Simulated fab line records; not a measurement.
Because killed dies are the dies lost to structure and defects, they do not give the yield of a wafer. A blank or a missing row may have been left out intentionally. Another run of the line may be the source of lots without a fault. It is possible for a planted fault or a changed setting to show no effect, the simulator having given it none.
A struck lot beside a sound one ; flow n5 finfet ; 32 out of 1938 route steps
Sound: these wafers, L943.1, L943.2, L943.5. Struck: wafer L959.5. (L959.2, L959.6 of the same lot were not struck and are left out.) The cause comes at the end.
Per side, at each step with rows, come the tool, then ch with its chambers, and then its first start. Under that, the readings that differ: sound wafers ; struck wafers ; difference of the means ; sigmas: that difference in standard deviations of wafers without a fault.
alike: readings with means less than 2 such deviations apart, plus words and numbers identical on both sides. not compared: withheld readings, readings lacking a value on some wafer, bounds such as >300 that could conceal the same value, and numbers that have no deviation in the record and whose values overlap.
A row with sigmas, a row that says differs or no value, or rows on one side alone: a step with any of these is where the two part. Non-overlapping numbers with no deviation appear without sigmas and do not part them. A reading missing from all wafers of one side parts the sides only when that side holds two or more wafers.

first, 2 steps without rows for these wafers: N5_BEOL_M11_PEB_26 (peb time 60 s); N5_BEOL_M11_DEVELOP_27 (develop time 30 s).
N5_BEOL_M11_CD_MEAS_28: target cd 70 nm.
  sound on cd sem-01 ch 0, day 11 03:40; struck on cd sem-01 ch 0, day 14 16:04
  alike: cd nm
N5_BEOL_M11_OVL_MEAS_29:
  sound on overlay-01 ch 0, day 11 03:42; struck on overlay-01 ch 0, day 14 16:06
  alike: V10_OVL
N5_BEOL_M11_INSPECT_30: inspects for defects (brightfield).
  sound: defect inspect-01 at day 11 03:43; struck: defect inspect-01 at day 14 16:07
  alike: raw defect count
then, 7 steps without rows for these wafers: N5_BEOL_M11_DESCUM_33 (chemistry O2, time 7.9 s); N5_BEOL_M11_ETCH_65 (etches SiARC in CF4, target depth 39 nm, time 65 s); N5_BEOL_M11_ETCH_66 (etches SOC in N2/H2, target depth 120 nm, overetch 24 nm, time 180 s); N5_BEOL_M11_STRIP_69 (strips in N2/H2); N5_BEOL_M11_VIA_ETCH_34 (etches SiCOH lowk in C4F6/O2, target depth 184.5 nm, time 69.2 s); N5_BEOL_M11_STRIP_73 (strips in C4F6/O2); N5_BEOL_M11_STRIP_36 (strips in N2/H2).
N5_BEOL_M11_TRENCH_ETCH_37: etches SiCOH lowk in C4F6/O2, target depth 148.83 nm, time 48 s.
  sound on rie diel-06 ch 0,2,3, day 11 04:04; struck on rie diel-06 ch 2, day 14 16:28
reading;sound;struck;difference;sigmas
bias w (W);184.3 184.6 183.9;156.2;-28.1;-55
rf vpp V (V);675 646 658;576;-84;-9
model.etch.depth nm (nm);151 148.9 148.2;142.5;-6.9;
model.BEOL_M11.feature depth nm (nm);151 149 148.2;142.6;-6.8;
  alike: drypump motor current A, oes product au, rf fwd power W, showerhead plenum p Torr, throttle valve pct
  not compared: rf hours counter h, model.TiN_of_BEOL_M11_HM_DEP_02.thk nm
then, 1 step without rows for these wafers: N5_BEOL_M11_ETCH_41 (etches SiCN in CH3F/O2, target depth 42.6 nm, time 86 s).
N5_BEOL_M11_STRIP_77: strips in N2/H2, time 10 s.
  sound on rie diel-06 ch 0,2,3; struck on rie diel-06 ch 2
reading;sound;struck;difference;sigmas
oes product au (a.u.);0.81 0.87 0.70;0.95;+0.16;+2
  alike: drypump motor current A, rf vpp V, showerhead plenum p Torr, throttle valve pct
  not compared: rf hours counter h
N5_BEOL_M11_OCD_MEAS_38:
  sound: ocd-02 at day 11 04:15; struck: ocd-01 at day 14 16:39
reading;sound;struck;difference;sigmas
trench depth nm (nm);151.2 148.6 148.0;142.8;-6.5;-2
then, 4 steps without rows for these wafers: N5_BEOL_M11_HM_STRIP_39 (strips TiN in peroxide tin strip, target depth 25 nm, time 158 s); N5_BEOL_M11_SRD_40 (time 30 s); N5_BEOL_M11_PRECLEAN_42 (cleans in residue remover, time 60 s); N5_BEOL_M11_SRD_43 (time 30 s).
N5_BEOL_M11_CD_MEAS_35: target cd 70 nm.
  sound: cd sem-03 at day 11 04:24; struck: cd sem-01 at day 14 16:48
  alike: cd nm
N5_BEOL_M11_CURE_72: cures SiCOH lowk, time 120 s.
  sound on uv cure-02 ch 2, day 11 04:27; struck on uv cure-01 ch 1, day 14 16:57
  alike: lamp power pct, wafer_temp_C_max
then, 1 step without rows for these wafers: N5_BEOL_M11_DEGAS_44 (time 60 s).
N5_BEOL_M11_PRE_CLEAN_45: time 30 s.
  sound: pvd sputter-03 at day 11 05:26; struck: pvd sputter-01 at day 14 18:22
  alike: heater power w
then, 1 step without rows for these wafers: N5_BEOL_M11_ALD_74 (deposits TaN, target thk 2 nm, pulse time 2 s, purge time 3 s).
N5_BEOL_M11_SURFACE_TREAT_76:
  sound: pvd sputter-02 at day 11 05:53; struck: pvd sputter-03 at day 14 18:56
  not compared: throttle valve pct
then, 1 step without rows for these wafers: N5_BEOL_M11_CVD_75 (deposits Co from CCTBA/H2, target thk 2 nm, time 138.9 s).
N5_BEOL_M11_SPUTTER_48: material Cu, target thk 12 nm, time 2 s.
  sound: pvd sputter-02 at day 11 06:19; struck: pvd sputter-01 at day 14 19:09
  alike: throttle valve pct
then, 2 steps without rows for these wafers: N5_BEOL_M11_ECD_50 (material Cu, target thk 318 nm); N5_BEOL_M11_ANNEAL_51 (time 90 s).
N5_BEOL_M11_CMP_52: polishes, stops on SiCOH lowk, t overpolish 7 s, target thk 140 nm.
  sound on cmp-04 ch 0,3, day 11 07:00; struck on cmp-04 ch 1, day 14 19:53
reading;sound;struck;difference;sigmas
model.Cu_of_BEOL_M11_ECD_50.thk nm (nm);144.2 141.6 141.2;132.6;-9.7;
  alike: barrier field endpoint s, head pressure psi, motor current A, overpolish run s, slurry filter dp kPa, time to endpoint s
N5_BEOL_M11_THK_MEAS_53: measures by xrf.
  sound: film metro-01 at day 11 07:18; struck: film metro-02 at day 14 20:04
reading;sound;struck;difference;sigmas
M11_THK (nm);143 140 139;130;-11;-3

## WHERE THEY PART
At N5_BEOL_M11_TRENCH_ETCH_37 first; at N5_BEOL_M11_THK_MEAS_53 last (within this record only).

WHY: whatever the simulator had introduced
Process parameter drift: rie diel-06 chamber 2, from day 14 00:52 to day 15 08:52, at N5_BEOL_M11_TRENCH_ETCH_37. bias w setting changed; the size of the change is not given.
